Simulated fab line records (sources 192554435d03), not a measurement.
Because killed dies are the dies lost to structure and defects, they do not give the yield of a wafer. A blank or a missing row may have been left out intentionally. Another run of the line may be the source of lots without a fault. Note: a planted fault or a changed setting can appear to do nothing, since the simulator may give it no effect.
Comparing a struck lot with a sound one | flow n5Finfet | 42 out of 1938 route steps
Sound: these wafers, L509.1, L509.3, L509.5. Wafers L505.3, L505.4, L505.6 were the ones struck. The cause comes at the end.
At each step with rows: each side's tool, then ch and its chambers, then its first start. Under that, the readings that differ: sound wafers | struck wafers | difference of the means | sigmas: that difference in standard deviations of wafers without a fault.
alike: words and numbers the same on both sides, and readings whose means are apart by under 2 such deviations; not compared: readings that were withheld, readings missing a value for some wafer, numbers with overlapping values and no deviation given by the record, and bounds like >300 which may hide the same value.
A row with sigmas, a row that says differs or no value, or rows on one side alone: a step with any of these is where the two part. Non-overlapping numbers with no deviation appear without sigmas and do not part them. A reading that every wafer of one side lacks parts them only if that side has two wafers or more.

first, 12 steps without rows for these wafers: N5_SD_EPI_N_STRIP_36 (strips in N2/H2); N5_SD_EPI_N_ETCHBACK_44 (etches SiNx in CH3F/O2, stops on SiO2, target depth 14.5 nm); N5_SD_EPI_N_ETCH_45 (etches SiOCN in CH3F/O2, target depth 6 nm); N5_SD_EPI_N_ETCH_16 (etches SiO2 in CHF3/O2, target depth 5 nm); N5_SD_EPI_N_STRIP_47 (strips in CHF3/O2); N5_SD_EPI_N_SD_RECESS_17 (chemistry HBr/Cl2/O2, target depth 41 nm, time 23.7 s, bt time 3 s); N5_SD_EPI_N_STRIP_38 (strips in N2/H2); N5_SD_EPI_N_WET_ETCH_43 (etches SiO2 in dHF, time 14 s, target depth 1.5 nm); N5_SD_EPI_N_STRIP_18 (strips in SPM, time 750 s); N5_SD_EPI_N_SRD_20 (time 30 s); N5_SD_EPI_N_PRECLEAN_48 (cleans in NF3:NH3, afs cycles 2, time 20 s, sublimation time 60 s); N5_SD_EPI_N_VAPOR_ETCH_50 (etches Si in HCl, time 54 s).
N5_SD_EPI_N_EPI_21: deposits Si:P, time 690 s.
  sound on epiRpcvd-02 ch 0, day 8 15:19; struck on epiRpcvd-04 ch 0, day 7 17:14
reading                                  | sound       | struck               | difference | sigmas
epiGrowthTimeS (s)                       | 690 690 690 | 783.41 783.41 783.41 | +93.41     | 
model.Si-P_of_SD_EPI_N_EPI_21.thkNm (nm) | 59 59 60.2  | 63.4 64 63.4         | +4.2       | 
N5_SD_EPI_N_EPI_MEAS_23:
  sound on filmMetro-02 at day 8 17:35; struck on filmMetro-01 at day 7 18:23
reading    | sound          | struck         | difference | sigmas
thkNm (nm) | 59.1 60.2 60.7 | 64.2 63.0 63.5 | +3.6       | +3
then, 24 steps without rows for these wafers: N5_SD_EPI_N_PRECLEAN_24 (cleans in O3/DIW, time 60 s); N5_SD_EPI_N_SRD_25 (time 30 s); N5_SD_EPI_N_PRECLEAN_49 (cleans in NF3:NH3, afs cycles 1, time 20 s, sublimation time 60 s); N5_SD_EPI_N_LINER_46 (material SiNx, target thk 3 nm); N5_SD_EPI_P_COAT_34 (time 60 s, resist thk 350 nm); N5_SD_EPI_P_COAT_35 (time 60 s, resist thk 35 nm); N5_SD_EPI_P_COAT_03 (resist thk 150 nm); N5_SD_EPI_P_EBR_05; N5_SD_EPI_P_SOFTBAKE_04 (time 60 s); N5_SD_EPI_P_EXPOSE_06 (exposes mask SD P BLK, target cd 240 nm); N5_SD_EPI_P_PEB_07 (peb time 60 s); N5_SD_EPI_P_DEVELOP_08 (develop time 30 s); N5_SD_EPI_P_DESCUM_14 (chemistry O2, time 7.9 s); N5_SD_EPI_P_ETCH_36 (etches SiARC in CF4, target depth 45.5 nm, time 75.8 s); N5_SD_EPI_P_ETCH_37 (etches SOC in N2/H2, overetch 108 nm, time 486 s); N5_SD_EPI_P_STRIP_38 (strips in N2/H2); N5_SD_EPI_P_ETCHBACK_46 (etches SiNx in CH3F/O2, stops on SiO2, target depth 17.5 nm); N5_SD_EPI_P_ETCH_47 (etches SiOCN in CH3F/O2, target depth 25 nm); N5_SD_EPI_P_ETCH_16 (etches SiO2 in CHF3/O2, target depth 5 nm); N5_SD_EPI_P_STRIP_50 (strips in CHF3/O2); N5_SD_EPI_P_SD_RECESS_17 (chemistry HBr/Cl2/O2, target depth 39.1 nm, bt time 3 s); N5_SD_EPI_P_WET_ETCH_45 (etches SiO2 in dHF, time 10.7 s, target depth 2 nm, rinse time 30 s); N5_SD_EPI_P_STRIP_40 (strips in N2/H2); N5_SD_EPI_P_PRECLEAN_52 (cleans in O3/DIW, time 60 s).
N5_SD_ACTIVATION_RS_MEAS_03: measurement is done with a four-point probe.
  sound on filmMetro-02 at day 8 23:39; struck on filmMetro-01 at day 8 04:17
reading          | sound             | struck            | difference | sigmas
RS_SD_N (ohm/sq) | 21.98 22.03 21.54 | 20.20 20.06 20.19 | -1.70      | -7
  alike: RS_SD_P
N5_MOL_CONTACT_COAG_ETCH_15: etches SiNx in CH3F/O2, stops on Si:P, target depth 7 nm.
  sound on rieDiel-01 ch 1,2,3, day 10 06:28; struck on rieDiel-01 ch 0,2, day 9 15:34
reading                                  | sound          | struck       | difference | sigmas
model.Si-P_of_SD_EPI_N_EPI_21.thkNm (nm) | 58.2 58.2 59.2 | 62.6 63 62.6 | +4.2       | 
  alike: CH3F_flow_sccm, O2_flow_sccm, drypumpMotorCurrentA, oes_ar_750_au, oesProductAu, rfVppV, showerheadPlenumPTorr, throttleValvePct
  not compared: rfHoursCounterH
-- a jump in the record: the struck wafers' starts before and after are 4 days apart (it breaks off in module MOL_CONTACT_COAG and resumes in module BEOL_M4, where the first step shown is number 1111 of the route) --
N5_BEOL_M4_RC_MEAS_101:
  sound on prober-01 ch 0, day 13 23:37; struck on prober-01 ch 0, day 14 00:52
reading          | sound          | struck         | difference | sigmas
RS_SD_N (ohm/sq) | 28.6 28.5 27.7 | 26.3 25.8 26.0 | -2.2       | -6
  alike: DIBL_N, DIBL_P, IOFF_N, IOFF_P, ION_N, ION_P, SS_N, SS_P, VT_N, VT_P
following that, these wafers have no rows for 1 step: N5_PASSIVATION_PROBE_49.

WHERE THEY PART
Earliest at N5_SD_EPI_N_EPI_MEAS_23; latest, in this record, at N5_BEOL_M4_RC_MEAS_101.

WHY: whatever the simulator had introduced
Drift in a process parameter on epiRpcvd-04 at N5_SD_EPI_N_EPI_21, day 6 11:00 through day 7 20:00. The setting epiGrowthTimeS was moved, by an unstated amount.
